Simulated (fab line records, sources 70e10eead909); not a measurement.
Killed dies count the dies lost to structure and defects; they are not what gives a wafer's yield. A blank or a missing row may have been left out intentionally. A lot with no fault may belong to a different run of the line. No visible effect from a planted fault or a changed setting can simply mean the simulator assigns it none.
A struck lot beside a sound one -- flow nandHarc -- 26 out of 1302 route steps
Sound: the wafers L184.2, L184.3, L184.4. Wafers struck: L198.1, L198.3, L198.4. At the end, the cause is stated.
Order at every step that has rows: each side's tool, ch and its chambers, its first start. Under that, the readings that differ: sound wafers -- struck wafers -- difference of the means -- sigmas: that difference in standard deviations of wafers without a fault.
alike: readings with means less than 2 such deviations apart, plus words and numbers identical on both sides. not compared: withheld readings, readings lacking a value on some wafer, bounds such as >300 that could conceal the same value, and numbers that have no deviation in the record and whose values overlap.
Wherever a step has rows on one side only, a row that says differs or no value, or a row with sigmas, the two part there. When numbers do not overlap yet have no deviation, they are printed without sigmas and do not part them. A reading missing from all wafers of one side parts the sides only when that side holds two or more wafers.

NHARC_A_DECK1_JOINT_ETCHBACK_07: etches the open film in HBr, target depth 105 nm, time 26.9 s.
  sound on rieSi-04 ch 0,1,2, day 13 22:54; struck on rieSi-06 ch 0,1,3, day 19 17:06
  alike: drypumpMotorCurrentA, hbrFlowSccm, oesProductAu, throttleValvePct
  not compared: rfHoursCounterH
then, 8 steps without rows for these wafers: NHARC_A_DECK1_JOINT_ETCH_25 (etches SiO2 in dHF, target depth 0.5 nm); NHARC_A_DECK1_JOINT_ETCH_19 (etches poly-Si in TMAH, target depth 3 nm); NHARC_A_DECK1_JOINT_ETCH_18 (etches SiO2 in dHF, target depth 3 nm); NHARC_A_DECK1_JOINT_WET_08 (chemistry H3PO4, time 86 s); NHARC_A_DECK1_JOINT_ETCH_09 (etches SiO2 in dHF, target depth 5 nm); NHARC_A_DECK1_JOINT_WET_10 (chemistry H3PO4, time 86 s); NHARC_A_DECK1_JOINT_ETCH_11 (etches SiO2 in dHF, target depth 35 nm); NHARC_A_DECK1_JOINT_CVD_12 (deposits poly-Si, target thk 90 nm, time 1800 s).
NHARC_A_DECK1_JOINT_CMP_13: polishes, target thk 51.023 nm.
  sound on cmp-03 ch 0,1,2, day 14 09:15; struck on cmp-01 ch 0,1,2, day 20 03:26
  alike: edgeZonePressureFrac, motorCurrentA, timeToEndpointS
NHARC_A_DECK1_JOINT_THK_MEAS_14: measures by ellipsometry.
  struck on filmMetro-01, day 20 03:41; sound on filmMetro-01, day 14 09:30
  alike: thkNm
after that, 1 step had no rows for these wafers: NHARC_A_DECK1_JOINT_SRD_04.
NHARC_A_DECK1_JOINT_ETCHBACK_00: etches the open film in HBr, target depth 30 nm, time 17.4 s.
  sound on rieSi-05 ch 0,1,2, day 14 09:38; struck on rieSi-05 ch 0,1,2, day 20 03:50
reading,sound,struck,difference,sigmas
rfHoursCounterH (h),0.0 0.0 0.0,1.2 1.0 0.9,+1.0,
  alike: drypumpMotorCurrentA, hbrFlowSccm, oesProductAu, throttleValvePct
then, 8 steps without rows for these wafers: NHARC_A_DECK1_JOINT_PRECLEAN_30 (cleans in SC1); NHARC_A_DECK1_JOINT_SRD_31; NHARC_A_DECK1_JOINT_CVD_34 (deposits SiNx, target thk 20 nm); NHARC_A_DECK1_JOINT_DEP_06 (deposits SiOx, target thk 80 nm); NHARC_A_DECK1_JOINT_CURE_26 (time 32 s); NHARC_A_DECK1_JOINT_ANNEAL_27 (time 3600 s); NHARC_A_DECK1_JOINT_ANNEAL_28 (time 1800 s); NHARC_A_DECK1_JOINT_ANNEAL_29 (time 1800 s).
NHARC_A_DECK1_JOINT_CMP_02: polishes SiOx.
  sound on cmp-04 ch 0,1,3, day 15 09:44; struck on cmp-01 ch 0,1,3, day 20 23:37
  alike: edgeZonePressureFrac, motorCurrentA
after that, 1 step had no rows for these wafers: NHARC_A_DECK1_JOINT_SRD_15.
NHARC_A_DECK1_JOINT_DEP_16: deposits SiO2, target thk 45 nm.
  sound on pecvd-04 ch 0,2, day 15 10:10; struck on pecvd-04 ch 0,1,2, day 20 23:59
  alike: heaterPowerW, throttleValvePct
NHARC_A_DECK1_JOINT_THK_MEAS_17: measures by ellipsometry.
  struck on filmMetro-02, day 21 00:16; sound on filmMetro-02, day 15 10:29
  alike: thkNm
-- record jumps: 12 days between struck wafers' starts before vs after; left off in module A_DECK1_JOINT, resumes in module END, first step shown is number 1302 of the route --
NHARC_END_SORT_01:
  sound on prober-01 ch 0, day 27 13:45; struck on prober-02 ch 0, day 33 04:12
reading,sound,struck,difference,sigmas
killedAtArray,76 60 66,149 156 161,+88,+5
killedDies,83 63 70,157 161 169,+90,+5
  alike: killedAtOther, killedAtPeriphery, killedOpen, killedShort

## WHERE THEY PART
Only at NHARC_END_SORT_01, as far as this record shows.

WHY: what the simulator had put in
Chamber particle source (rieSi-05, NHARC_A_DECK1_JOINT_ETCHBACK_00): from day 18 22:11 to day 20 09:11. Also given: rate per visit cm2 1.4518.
